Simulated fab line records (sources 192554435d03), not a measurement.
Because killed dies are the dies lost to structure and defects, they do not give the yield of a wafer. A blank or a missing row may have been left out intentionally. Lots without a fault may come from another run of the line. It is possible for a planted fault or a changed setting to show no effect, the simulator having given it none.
Split-lot experiment / flow n5 finfet / 39 wafers read from 7 lots, route of 1938 steps

ABOUT THE SPLIT
At N5_FIN_SAQP_HM_DEP_03 (deposits SiNx from SiH4/NH3/N2, target thk 38 nm, time 33.6 s), the setting target thk a was moved away from the recipe's 380 angstrom on 12 of the 39 wafers read, by -7.7% to +13.4%. For the rest of the wafers, this setting stayed at what the recipe calls for.

FROM THE SPLIT TO THE READING: what the file shows between them, 7 steps
- N5_FIN_SAQP_THK_MEAS_05
- N5_FIN_SAQP_MANDREL_ETCH_22: etches a-Si in HBr/Cl2, stops on SiNx, target depth 60 nm, bt time 10 s, time 30 s (also split here: target depth a)
- N5_FIN_SAQP_STRIP_55: strips in N2/H2
- N5_FIN_SAQP_STRIP_23: strips in SPM, time 750 s
- N5_FIN_SAQP_SPACER2_ALD_28: deposits SiO2, target thk 8.1 nm, pulse time 1 s, purge time 2 s
- N5_FIN_SAQP_SPACER2_ETCHBACK_29: etches SiO2 in CHF3/O2, target depth 12.2 nm, time 6.1 s
- N5_FIN_SAQP_MANDREL2_REMOVE_60: chemistry HBr/Cl2/O2, target a-Si, stops on SiNx, bt time 10 s

THE READING
etch.depth nm (the simulator's own value, which no gauge read), in nm, at N5_FIN_SAQP_HM_OPEN_33 (chemistry CH3F/O2, target SiNx, target depth 49.4 nm, time 70.6 s). The file gives no usual value for it. The 27 wafers here that ran the recipe average 37.40 nm, standard deviation 0.53 nm.

wafer=L074.3; tool, chamber at the split=pecvd-01, 2; target thk a as run, angstrom=380; against the recipe=recipe; etch.depth nm, nm=37.42; against lot-mates on the recipe=-
wafer=L074.4; tool, chamber at the split=pecvd-01, 2; target thk a as run, angstrom=380; against the recipe=recipe; etch.depth nm, nm=38.03; against lot-mates on the recipe=-
wafer=L074.6; tool, chamber at the split=pecvd-01, 1; target thk a as run, angstrom=380; against the recipe=recipe; etch.depth nm, nm=38.03; against lot-mates on the recipe=-
wafer=L077.1; tool, chamber at the split=pecvd-01, 0; target thk a as run, angstrom=380; against the recipe=recipe; etch.depth nm, nm=36.73; against lot-mates on the recipe=-
wafer=L077.2; tool, chamber at the split=pecvd-01, 2; target thk a as run, angstrom=350.9; against the recipe=-7.7%; etch.depth nm, nm=34; against lot-mates on the recipe=-3.22
wafer=L077.3; tool, chamber at the split=pecvd-01, 1; target thk a as run, angstrom=380; against the recipe=recipe; etch.depth nm, nm=37.13; against lot-mates on the recipe=-
wafer=L077.4; tool, chamber at the split=pecvd-01, 1; target thk a as run, angstrom=380; against the recipe=recipe; etch.depth nm, nm=37.79; against lot-mates on the recipe=-
wafer=L077.5; tool, chamber at the split=pecvd-01, 0; target thk a as run, angstrom=350.9; against the recipe=-7.7%; etch.depth nm, nm=33.8; against lot-mates on the recipe=-3.42
wafer=L077.6; tool, chamber at the split=pecvd-01, 2; target thk a as run, angstrom=350.9; against the recipe=-7.7%; etch.depth nm, nm=33.8; against lot-mates on the recipe=-3.42
wafer=L084.1; tool, chamber at the split=pecvd-02, 1; target thk a as run, angstrom=380; against the recipe=recipe; etch.depth nm, nm=36.83; against lot-mates on the recipe=-
wafer=L084.2; tool, chamber at the split=pecvd-02, 0; target thk a as run, angstrom=380; against the recipe=recipe; etch.depth nm, nm=37.72; against lot-mates on the recipe=-
wafer=L084.3; tool, chamber at the split=pecvd-02, 2; target thk a as run, angstrom=380; against the recipe=recipe; etch.depth nm, nm=37.2; against lot-mates on the recipe=-
wafer=L084.4; tool, chamber at the split=pecvd-02, 2; target thk a as run, angstrom=419; against the recipe=+10.3%; etch.depth nm, nm=41.56; against lot-mates on the recipe=+4.31
wafer=L084.5; tool, chamber at the split=pecvd-02, 0; target thk a as run, angstrom=419; against the recipe=+10.3%; etch.depth nm, nm=41.61; against lot-mates on the recipe=+4.36
wafer=L084.6; tool, chamber at the split=pecvd-02, 1; target thk a as run, angstrom=419; against the recipe=+10.3%; etch.depth nm, nm=41.86; against lot-mates on the recipe=+4.61
wafer=L086.1; tool, chamber at the split=pecvd-01, 2; target thk a as run, angstrom=380; against the recipe=recipe; etch.depth nm, nm=37.14; against lot-mates on the recipe=-
wafer=L086.2; tool, chamber at the split=pecvd-01, 1; target thk a as run, angstrom=380; against the recipe=recipe; etch.depth nm, nm=37.53; against lot-mates on the recipe=-
wafer=L086.3; tool, chamber at the split=pecvd-01, 0; target thk a as run, angstrom=380; against the recipe=recipe; etch.depth nm, nm=37.11; against lot-mates on the recipe=-
wafer=L086.4; tool, chamber at the split=pecvd-01, 2; target thk a as run, angstrom=380; against the recipe=recipe; etch.depth nm, nm=37.3; against lot-mates on the recipe=-
wafer=L086.5; tool, chamber at the split=pecvd-01, 1; target thk a as run, angstrom=380; against the recipe=recipe; etch.depth nm, nm=38.82; against lot-mates on the recipe=-
wafer=L086.6; tool, chamber at the split=pecvd-01, 0; target thk a as run, angstrom=380; against the recipe=recipe; etch.depth nm, nm=37.84; against lot-mates on the recipe=-
wafer=L088.1; tool, chamber at the split=pecvd-02, 2; target thk a as run, angstrom=380; against the recipe=recipe; etch.depth nm, nm=37.65; against lot-mates on the recipe=-
wafer=L088.2; tool, chamber at the split=pecvd-02, 1; target thk a as run, angstrom=380; against the recipe=recipe; etch.depth nm, nm=37.45; against lot-mates on the recipe=-
wafer=L088.3; tool, chamber at the split=pecvd-02, 0; target thk a as run, angstrom=359.8; against the recipe=-5.3%; etch.depth nm, nm=35.27; against lot-mates on the recipe=-2.49
wafer=L088.4; tool, chamber at the split=pecvd-02, 0; target thk a as run, angstrom=380; against the recipe=recipe; etch.depth nm, nm=38.17; against lot-mates on the recipe=-
wafer=L088.5; tool, chamber at the split=pecvd-02, 2; target thk a as run, angstrom=359.8; against the recipe=-5.3%; etch.depth nm, nm=36.13; against lot-mates on the recipe=-1.63
wafer=L088.6; tool, chamber at the split=pecvd-02, 1; target thk a as run, angstrom=359.8; against the recipe=-5.3%; etch.depth nm, nm=35.78; against lot-mates on the recipe=-1.98
wafer=L091.1; tool, chamber at the split=pecvd-01, 2; target thk a as run, angstrom=380; against the recipe=recipe; etch.depth nm, nm=37.46; against lot-mates on the recipe=-
wafer=L091.2; tool, chamber at the split=pecvd-01, 0; target thk a as run, angstrom=430.9; against the recipe=+13.4%; etch.depth nm, nm=42.61; against lot-mates on the recipe=+5.07
wafer=L091.3; tool, chamber at the split=pecvd-01, 1; target thk a as run, angstrom=380; against the recipe=recipe; etch.depth nm, nm=37.69; against lot-mates on the recipe=-
wafer=L091.4; tool, chamber at the split=pecvd-01, 1; target thk a as run, angstrom=430.9; against the recipe=+13.4%; etch.depth nm, nm=43.71; against lot-mates on the recipe=+6.17
wafer=L091.5; tool, chamber at the split=pecvd-01, 0; target thk a as run, angstrom=430.9; against the recipe=+13.4%; etch.depth nm, nm=43.26; against lot-mates on the recipe=+5.72
wafer=L091.6; tool, chamber at the split=pecvd-01, 2; target thk a as run, angstrom=380; against the recipe=recipe; etch.depth nm, nm=37.48; against lot-mates on the recipe=-
wafer=L093.1; tool, chamber at the split=pecvd-02, 1; target thk a as run, angstrom=380; against the recipe=recipe; etch.depth nm, nm=36.2; against lot-mates on the recipe=-
wafer=L093.2; tool, chamber at the split=pecvd-02, 2; target thk a as run, angstrom=380; against the recipe=recipe; etch.depth nm, nm=37.22; against lot-mates on the recipe=-
wafer=L093.3; tool, chamber at the split=pecvd-02, 0; target thk a as run, angstrom=380; against the recipe=recipe; etch.depth nm, nm=36.63; against lot-mates on the recipe=-
wafer=L093.4; tool, chamber at the split=pecvd-02, 2; target thk a as run, angstrom=380; against the recipe=recipe; etch.depth nm, nm=36.7; against lot-mates on the recipe=-
wafer=L093.5; tool, chamber at the split=pecvd-02, 0; target thk a as run, angstrom=380; against the recipe=recipe; etch.depth nm, nm=37.2; against lot-mates on the recipe=-
wafer=L093.6; tool, chamber at the split=pecvd-02, 1; target thk a as run, angstrom=380; against the recipe=recipe; etch.depth nm, nm=37.3; against lot-mates on the recipe=-

THE FIT
A straight line over all 39 wafers: etch.depth nm changes by +0.423 nm for each +1% of target thk a; r = +0.98; the points scatter about the line by 0.52 nm.
The same after taking each lot's own level away (the mean of its wafers on the recipe; 39 wafers): +0.424 nm for each +1%; r = +0.99; scatter 0.4 nm.
On that fit, the largest move of target thk a shifts the reading by 5.7 nm.
From 36.875 to 37.827 nm: that is the span of the lots' own levels, equal to 1.8 times the standard deviation above.
The two slopes agree, so the slope changes little with the lot-to-lot level.
Check: for one of the wafers moved furthest among these (+13.4%), held out of the fit, the line's prediction against its lot-mates is +5.81 nm. Against them it came out at +5.07 nm.

THE OTHER SPLITS THESE WAFERS WENT THROUGH
Other splits were also applied to these wafers ahead of the reading. Each is held against what the fit with the lots' levels taken away leaves over:
other split on the same wafers=N5_FIN_SAQP_MANDREL_ETCH_22 target depth a; wafers away from the commonest value=18; r with etch.depth nm (lot level and that fit taken away)=+0.00

THE WHOLE CHAIN: every reading that the file lists as answering this split, in the file's order
step=N5_FIN_SAQP_HM_DEP_03; what it does=deposits SiNx from SiH4/NH3/N2, target thk 38 nm, time 33.6 s; reading=SiNx_of_FIN_SAQP_HM_DEP_03.thk nm (the simulator's own value, which no gauge read); change (the file's fit)=+0.422 nm for each +1% of the setting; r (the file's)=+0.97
step=N5_FIN_SAQP_THK_MEAS_05; what it does=; reading=thk nm; change (the file's fit)=withheld for each +1% of the setting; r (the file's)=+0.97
step=N5_FIN_SAQP_MANDREL2_REMOVE_60; what it does=chemistry HBr/Cl2/O2, target a-Si, stops on SiNx, bt time 10 s; reading=SiNx_of_FIN_SAQP_HM_DEP_03.thk nm (the simulator's own value, which no gauge read); change (the file's fit)=+0.427 nm for each +1% of the setting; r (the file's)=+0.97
step=N5_FIN_SAQP_HM_OPEN_33; what it does=chemistry CH3F/O2, target SiNx, target depth 49.4 nm, time 70.6 s; reading=etch rf on time s; change (the file's fit)=withheld for each +1% of the setting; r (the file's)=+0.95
step=N5_FIN_SAQP_HM_OPEN_33; what it does=chemistry CH3F/O2, target SiNx, target depth 49.4 nm, time 70.6 s; reading=etch.depth nm (the simulator's own value, which no gauge read); change (the file's fit)=+0.424 nm for each +1% of the setting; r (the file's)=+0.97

FILE'S OWN FIT
etch.depth nm changes by +0.424 nm for each +1% of target thk a, r = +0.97.
